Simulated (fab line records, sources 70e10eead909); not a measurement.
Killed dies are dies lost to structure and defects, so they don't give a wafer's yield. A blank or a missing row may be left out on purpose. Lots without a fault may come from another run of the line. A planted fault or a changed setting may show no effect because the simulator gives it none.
fab line records | flow nand_harc
record lots=11 wafers=33 last_day=24
route steps=1159 shown A_STAIRCASE@616
lots that met no fault: from a run of the same line without faults
start_h: hours from the record's first day to the start of the lot's first wafer shown | wait_h: hours since the lot's step before | " the same as in the row above | L1.1+2: a row that stands for several wafers | - no value, or no start given | * or withheld: withheld | < > ~ a bound
route shown NAME@n: a module of which the file shows steps, and the number in the route of the first | usual: mean/standard deviation of fault-free wafers | same: alike in all rows | chamber/n: place in a boat | sites: the reading at each site | _std_site: their standard deviation | _edge_site: outer sites' mean less inner sites' | radius_mm: how far each site lies from the wafer's centre | mask NAME#n: copy n | behind: the tool/chamber that last shaped the wafer | hold: why the lot was held/for how many hours/how that ended | device: the transistor (n, p or np) that didn't switch | end of line: the same wafers' tests at the end of the route | a step without rows: its recipe alone | killed: dies lost to structure and defects at the first sort, not the wafer's yield | map: a wafer's dies, x killed, . not, _ none there
set.NAME: the setting as run; set.NAME@STEP: as run at that earlier step | model.NAME: the simulator's own value behind a step, which no gauge read
steps of the route over a sample of lots; a table a step, a row a wafer
services: from which hour (start_h, from the record's first day; less than 0 if before it) a tool's chamber was out of use, for how many hours, and why
## steps
# step NHARC_A_STAIRCASE_TRIM_222
# recipe time_s=211.2 o2_flow_sccm=500 ar_flow_sccm=0 bias_w=0 chemistry=O2
# usual drypump_motor_current_A=5.6/0.51 o2_flow_sccm=500.0/1.6 oes_product_au=0.999/0.007 rf_vpp_V=57.8/0.96 run_length_s=232.5/0.39 showerhead_plenum_p_Torr=3.55/0.16 throttle_valve_pct=17.037/0.01
# columns lot.wafer tool chamber start_h wait_h drypump_motor_current_A o2_flow_sccm oes_product_au rf_hours_counter_h rf_vpp_V run_length_s showerhead_plenum_p_Torr throttle_valve_pct
L486.3 rie_diel-08 2 - - 5.3 498.6 1.005 48 59.5 232.3 3.78 17.053
L486.6 " 1 " " 5.6 499.0 1.001 - 56.6 232.1 3.32 17.027
L486.5 " 2 " " 5.3 498.5 0.991 - 57.5 232.8 3.78 17.023
L488.1 rie_diel-08 0 - - 6.2 501.3 1.002 48 59.7 232.3 3.66 17.042
L488.4 " 1 " " 5.6 500.5 1.004 51 57.9 231.7 3.32 17.039
L488.5 " 0 " " 6.2 500.4 0.996 - 58.0 232.7 3.66 17.018
L489.3 rie_diel-11 0 - - 6.0 501.2 0.999 28 57.5 232.6 3.61 17.019
L489.2 " 2 " " 5.9 503.0 0.995 25 56.7 232.8 3.51 17.046
L489.4 " 3 " " 6.5 500.8 1.005 27 58.2 233.3 3.32 17.069
L498.2 rie_diel-11 3 - - 6.5 495.7 0.990 45 57.6 233.4 3.31 17.019
L498.4 " 0 " " 6.0 500.5 1.003 46 57.7 232.6 3.60 17.033
L498.5 " 2 " " 5.9 499.0 0.997 - 57.3 232.7 3.50 17.031
L496.4 rie_diel-08 0 - - 6.2 498.4 0.991 6 58.2 232.5 3.65 17.022
L496.3 " 3 " " 5.5 498.4 1.007 6 57.2 231.9 3.41 17.042
L496.6 " 1 " " 5.6 500.9 0.997 - 56.8 232.2 3.31 17.018
L499.2 rie_diel-08 2 - - 5.4 500.1 0.994 7 59.6 232.7 3.77 17.033
L499.4 " 3 " " 5.5 500.5 0.998 8 56.0 232.0 3.41 17.024
L499.3 " 0 " " 6.2 501.5 1.006 7 59.2 232.7 3.65 17.032
L500.3 rie_diel-09 1 - - 4.9 498.7 1.006 26 58.3 232.4 3.48 17.034
L500.6 " 0 " " 5.1 499.6 0.996 - 58.6 232.4 3.52 17.038
L500.5 " 1 " " 4.9 498.1 0.991 - 57.9 232.9 3.48 17.049
L503.3 rie_diel-09 3 - - 5.5 501.0 0.998 36 57.9 232.4 3.79 17.044
L503.4 " 1 " " 4.8 500.5 1.007 - 57.0 232.4 3.47 17.041
L503.5 " 3 " " 5.5 501.0 1.003 - 57.1 232.6 3.79 17.057
L501.3 rie_diel-09 0 - - 5.1 499.9 0.998 35 59.9 232.5 3.51 17.026
L501.4 " 3 " " 5.5 496.2 0.995 - 59.3 232.8 3.79 17.041
L501.5 " 0 " " 5.1 498.1 0.998 - 56.4 232.9 3.51 17.041
L504.4 rie_diel-11 3 - - 6.5 500.0 1.008 60 57.8 233.2 3.30 17.021
L504.3 " 0 " " 6.0 499.3 0.997 61 57.6 232.8 3.59 17.045
L504.6 " 3 " " 6.4 498.8 1.007 - 57.7 233.4 3.30 17.043
L506.4 rie_diel-09 3 - - 5.5 495.9 0.993 42 57.5 232.2 3.78 17.029
L506.1 " 1 " " 4.9 503.7 1.002 42 58.2 232.4 3.47 17.038
L506.3 " 2 " " 4.9 501.7 1.001 30 56.7 232.4 3.49 17.045
# step NHARC_A_STAIRCASE_TRIM_224
# recipe time_s=211.2 o2_flow_sccm=500 ar_flow_sccm=0 bias_w=0 chemistry=O2
# usual drypump_motor_current_A=5.6/0.52 o2_flow_sccm=499.9/1.5 oes_product_au=1.000/0.0068 rf_vpp_V=57.9/0.82 run_length_s=232.5/0.45 showerhead_plenum_p_Torr=3.54/0.15 throttle_valve_pct=17.038/0.0095
# columns lot.wafer tool chamber start_h wait_h drypump_motor_current_A o2_flow_sccm oes_product_au rf_hours_counter_h rf_vpp_V run_length_s showerhead_plenum_p_Torr throttle_valve_pct
L486.3 rie_diel-08 0 255.22 - 6.2 499.3 1.009 45 60.1 232.4 3.66 17.040
L486.6 " 3 " " 5.5 498.6 0.996 - 57.8 231.8 3.42 17.044
L486.5 " 0 " " 6.2 499.0 0.999 - 58.4 232.3 3.66 17.042
L488.4 rie_diel-08 2 262.78 - 5.4 499.1 0.996 51 57.1 232.7 3.78 17.032
L488.1 " 3 " " 5.4 501.8 1.003 48 55.8 232.0 3.42 17.044
L488.5 " 1 " " 5.6 501.5 1.004 - 56.8 232.0 3.32 17.029
L489.2 rie_diel-11 3 274.21 - 6.5 498.9 1.000 27 58.2 233.5 3.32 17.052
L489.3 " 0 " " 6.0 497.5 0.995 28 58.0 232.9 3.61 17.032
L489.4 " 2 " " 5.9 498.1 0.989 25 57.5 232.5 3.51 17.039
L498.4 rie_diel-11 3 324.15 - 6.5 498.5 0.996 45 56.4 233.6 3.31 17.018
L498.2 " 1 " " 6.2 501.9 1.006 44 57.3 232.2 3.65 17.025
L498.5 " 2 " " 5.8 500.8 0.987 - 56.9 232.5 3.50 17.031
L496.3 rie_diel-08 3 324.42 - 5.5 499.7 1.012 7 58.2 231.8 3.41 17.029
L496.4 " 1 " " 5.6 498.8 0.996 5 59.1 232.2 3.31 17.035
L496.6 " 0 " " 6.2 500.4 1.012 - 56.3 169.7 3.65 17.049
L499.2 rie_diel-08 0 328.91 - 6.2 502.0 1.002 7 58.4 169.8 3.65 17.025
L499.3 " 1 " " 5.6 500.5 1.002 6 57.9 232.0 3.31 17.051
L499.4 " 3 " " 5.5 499.2 1.004 8 57.1 232.7 3.41 17.031
L500.3 rie_diel-09 3 329.96 - 5.5 499.0 0.993 28 58.4 232.4 3.79 17.041
L500.5 " 3 " " 5.5 498.7 0.989 - 56.4 232.5 3.79 17.044
L500.6 " 0 " " 5.1 499.8 0.997 - 57.8 232.7 3.52 17.028
L503.3 rie_diel-09 0 350.68 - 5.1 499.0 0.999 33 56.9 232.3 3.51 17.050
L503.4 " 3 " " 5.5 502.1 0.998 - 58.5 232.3 3.79 17.045
L503.5 " 0 " " 5.0 499.3 1.010 - 58.3 232.0 3.51 17.047
L501.3 rie_diel-09 3 355.58 - 5.5 498.7 0.994 37 58.5 232.2 3.79 17.025
L501.5 " 3 " " 5.5 499.0 0.998 - 59.3 232.6 3.79 17.038
L501.4 " 0 " " 5.1 498.4 0.996 - 57.2 232.1 3.51 17.025
L504.3 rie_diel-11 2 359.77 - 5.8 502.6 0.988 60 57.2 232.6 3.50 17.034
L504.4 " 1 " " 6.2 499.2 1.002 58 59.0 232.4 3.64 17.033
L504.6 " 3 " " 6.5 500.3 0.997 - 57.6 233.1 3.30 17.044
L506.3 rie_diel-09 1 367.73 - 4.9 500.6 1.009 42 58.8 232.3 3.47 17.046
L506.4 " 3 " " 5.5 503.3 0.998 42 60.1 232.4 3.78 17.036
L506.1 " 0 " " 5.1 496.5 1.004 40 57.5 232.0 3.51 17.026
# step NHARC_A_STAIRCASE_ETCH_225
# recipe target_depth_a=1000 time_s=40.5 ion_energy_ev=400 c4f8_flow_sccm=20 o2_flow_sccm=10 ar_flow_sccm=withheld rf_w=600 bias_w=1000 chemistry=C4F8/O2
# usual oes_product_au=0.942/0.01 rf_vpp_V=897/5.4
# columns lot.wafer tool chamber start_h wait_h oes_product_au rf_hours_counter_h rf_vpp_V
L486.3 rie_diel-08 2 - - 0.946 48 903
L486.5 " 3 " " 0.942 - 892
L486.6 " 0 " " 0.944 - 901
L488.4 rie_diel-08 0 - - 0.936 48 902
L488.1 " 1 " " 0.942 52 887
L488.5 " 0 " " 0.937 - 901
L489.2 rie_diel-11 1 - - 0.931 24 900
L489.4 " 2 " " 0.939 25 895
L489.3 " 0 " " 0.924 28 899
L498.4 rie_diel-11 0 - - 0.936 46 899
L498.2 " 2 " " 0.934 47 896
L498.5 " 1 " " 0.937 - 900
L496.3 rie_diel-08 1 - - 0.930 5 888
L496.4 " 2 " " 0.942 6 904
L496.6 " 1 " " 0.941 - 887
L499.2 rie_diel-08 3 - - 0.959 8 892
L499.4 " 0 " " 0.932 7 900
L499.3 " 1 " " 0.934 6 888
L500.3 rie_diel-09 0 - - 0.946 25 897
L500.6 " 3 " " 0.937 - 905
L500.5 " 1 " " 0.934 - 894
L503.3 rie_diel-09 0 - - 0.938 33 897
L503.4 " 0 " " 0.934 - 897
L503.5 " 1 " " 0.939 - 894
L501.3 rie_diel-09 0 - - 0.941 35 896
L501.4 " 1 " " 0.923 - 893
L501.5 " 0 " " 0.935 - 895
L504.4 rie_diel-11 3 - - 0.943 60 887
L504.3 " 2 " " 0.946 60 895
L504.6 " 0 " " 0.940 - 898
L506.1 rie_diel-09 3 - - 0.942 43 904
L506.4 " 1 " " 0.944 42 895
L506.3 " 2 " " 0.944 30 895
# step NHARC_A_STAIRCASE_TRIM_226
# recipe time_s=211.2 o2_flow_sccm=500 ar_flow_sccm=0 bias_w=0 chemistry=O2
# usual drypump_motor_current_A=5.6/0.51 o2_flow_sccm=500.0/1.5 oes_product_au=0.998/0.0063 rf_vpp_V=57.9/0.98 run_length_s=232.5/0.42 showerhead_plenum_p_Torr=3.55/0.15 throttle_valve_pct=17.036/0.01
# columns lot.wafer tool chamber start_h wait_h drypump_motor_current_A o2_flow_sccm oes_product_au rf_hours_counter_h rf_vpp_V run_length_s showerhead_plenum_p_Torr throttle_valve_pct
L486.3 rie_diel-08 0 - - 6.2 498.4 0.995 45 57.2 232.7 3.66 17.029
L486.5 " 2 " " 5.3 501.4 1.003 - 59.8 232.9 3.78 17.044
L486.6 " 3 " " 5.5 498.3 1.001 - 56.7 232.0 3.42 17.038
L488.1 rie_diel-08 2 - - 5.4 501.4 1.000 52 59.7 232.8 3.78 17.033
L488.4 " 3 " " 5.5 502.4 0.996 48 54.9 232.4 3.42 17.022
L488.5 " 2 " " 5.4 499.2 1.001 - 59.5 233.0 3.78 17.044
L489.3 rie_diel-11 2 - - 5.8 498.4 0.989 25 56.3 232.3 3.51 17.039
L489.2 " 0 " " 6.0 500.9 0.994 28 58.5 232.7 3.61 17.039
L489.4 " 1 " " 6.2 500.6 0.997 24 58.1 232.3 3.66 17.039
L498.2 rie_diel-11 0 - - 6.0 501.9 1.004 46 60.6 232.8 3.60 17.038
L498.4 " 1 " " 6.2 498.9 1.011 44 59.4 232.7 3.65 17.037
L498.5 " 2 " " 5.8 498.9 0.992 - 57.9 232.8 3.50 17.028
L496.3 rie_diel-08 3 - - 5.4 500.9 0.998 7 57.6 232.0 3.41 17.041
L496.4 " 0 " " 6.2 499.4 1.003 6 57.5 232.4 3.65 17.030
L496.6 " 2 " " 5.3 499.1 0.998 - 58.8 232.6 3.77 17.024
L499.4 rie_diel-08 3 - - 5.4 500.7 0.996 8 58.8 231.7 3.41 17.038
L499.3 " 1 " " 5.6 497.6 0.995 6 57.7 232.1 3.31 17.047
L499.2 " 2 " " 5.4 500.6 0.990 7 57.0 232.7 3.77 17.031
L500.3 rie_diel-09 3 - - 5.5 500.7 0.990 28 58.2 232.5 3.79 17.015
L500.5 " 0 " " 5.0 496.2 1.008 - 58.0 232.9 3.52 17.034
L500.6 " 1 " " 4.9 501.9 1.002 - 58.4 232.4 3.48 17.041
L503.3 rie_diel-09 0 - - 5.1 499.6 0.993 33 57.1 232.0 3.51 17.030
L503.5 " 1 " " 4.9 503.1 0.990 - 57.7 232.2 3.47 17.041
L503.4 " 3 " " 5.5 499.9 1.000 - 57.8 232.5 3.79 17.041
L501.3 rie_diel-09 1 - - 4.9 498.5 1.013 36 57.7 232.4 3.47 17.047
L501.4 " 0 " " 5.1 498.4 0.999 - 57.9 232.1 3.51 17.057
L501.5 " 1 " " 4.9 500.9 1.020 - 58.8 232.4 3.47 17.025
L504.4 rie_diel-11 2 - - 5.9 499.1 0.991 60 56.5 232.3 3.50 17.056
L504.3 " 0 " " 6.0 500.0 1.000 62 57.1 232.5 3.59 17.041
L504.6 " 1 " " 6.1 498.0 1.001 - 57.8 232.2 3.64 17.023
L506.1 rie_diel-09 0 - - 5.1 501.1 1.009 40 56.9 232.0 3.51 17.029
L506.3 " 2 " " 4.9 499.9 0.997 30 59.2 231.9 3.49 17.034
L506.4 " 3 " " 5.5 504.0 1.003 43 57.4 232.4 3.78 17.043
## services
# columns tool chamber start_h hours kind
rie_diel-08 0 231.86 - clean
rie_diel-08 1 231.86 - clean
rie_diel-08 2 231.86 - clean
rie_diel-08 3 231.86 - clean
rie_diel-09 0 234.55 - clean
rie_diel-09 1 234.55 - clean
rie_diel-09 2 234.55 - clean
rie_diel-09 3 234.55 - clean
rie_diel-09 - 254.10 9.0 pm
rie_diel-09 0 254.10 9.0 vent_cycle
rie_diel-09 1 254.10 9.0 vent_cycle
rie_diel-09 2 254.10 9.0 vent_cycle
rie_diel-09 3 254.10 9.0 vent_cycle
rie_diel-08 0 256.41 - clean
rie_diel-08 1 256.41 - clean
rie_diel-08 2 256.41 - clean
rie_diel-08 3 256.41 - clean
rie_diel-09 0 263.10 - clean
rie_diel-09 1 263.10 - clean
rie_diel-08 - 302.28 9.0 pm
rie_diel-08 0 341.33 3.9 repair
rie_diel-08 1 343.02 7.6 repair
rie_diel-08 3 343.92 6.9 repair
rie_diel-11 - 366.51 9.0 pm
## key
first_sign step=NHARC_A_STAIRCASE_TRIM_224 reading=run_length_s direction=down sigmas=99+ usual=* struck=*
effect none on later readings
met_at NHARC_A_STAIRCASE_TRIM_224
struck_lots L496,L499
struck_wafers L496.6,L499.2
tester_left_out L496,L499
not_acting_at NHARC_A_STAIRCASE_TRIM_222,NHARC_A_STAIRCASE_ETCH_225,NHARC_A_STAIRCASE_TRIM_226
onset_between 255.22 324.42
fault kind=process_parameter_drift tool=rie_diel-08 chamber=0 onset_h=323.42 steps=NHARC_A_STAIRCASE_TRIM_224 channel=time_s offset=* shape=step end_h=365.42 acts_in=* stated=*
# tester_left_out: of these lots the tester's yield and bins aren't shown, on N5 and GAA mostly nor the transistor test; their killed dies are dies lost to structure and defects alone, not to doping, threshold or leakage, so they don't give the yield
